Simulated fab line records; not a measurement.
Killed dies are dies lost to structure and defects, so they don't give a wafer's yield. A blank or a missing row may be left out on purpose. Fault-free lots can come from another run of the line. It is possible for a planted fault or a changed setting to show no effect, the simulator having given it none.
Chamber matching | flow nand_harc | rie_diel-01 running NHARC_P_M2_ETCH_15: 4 sister chambers
The step etches the open film in C4F8/Ar, target depth 182.5 nm, time 91.2 s. 4 wafers are shown with their chamber, then 8 later ones without.

WAFERS, EACH WITH ITS CHAMBER
wafer  | chamber | rf_vpp_V (V)
L954.2 | 3       | 444.9
L954.3 | 0       | 442.7
L954.6 | 2       | 437.4
L955.2 | 1       | 440.3

WAFERS MISSING THEIR CHAMBER
wafer  | rf_vpp_V (V)
L955.3 | 445.8
L955.6 | 440.9
L965.1 | 436.0
L965.2 | 440.4
L965.5 | 444.4
L967.2 | 445.8
L967.3 | 441.5
L967.6 | 441.6

WHICH CHAMBER EACH WENT THROUGH
wafer  | from the rows above     | in truth
L955.3 | 3                       | 3
L955.6 | can't be placed: 1 or 0 | 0
L965.1 | 2                       | 2
L965.2 | 1                       | 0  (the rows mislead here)
L965.5 | can't be placed: 3 or 0 | 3
L967.2 | 3                       | 3
L967.3 | can't be placed: 0 or 1 | 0
L967.6 | can't be placed: 0 or 1 | 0
Placed correctly: 3 of 8. These rows do not allow placing 4 (true chamber among the candidates in 4). Number placed wrongly: 1.
How it was worked out, from the rows above alone: a wafer's distance from a chamber is the root of the sum, over the readings, of the square of ((its reading less the chamber's mean) divided by the reading's scatter). If the next closest chamber is less than 2 further off than the closest, the wafer can't be placed; otherwise it belongs to the closest. Each chamber's mean is taken over the wafers shown for it. The scatter: root of mean squared gap, hidden wafer to nearest shown wafer, with one shown wafer a chamber.
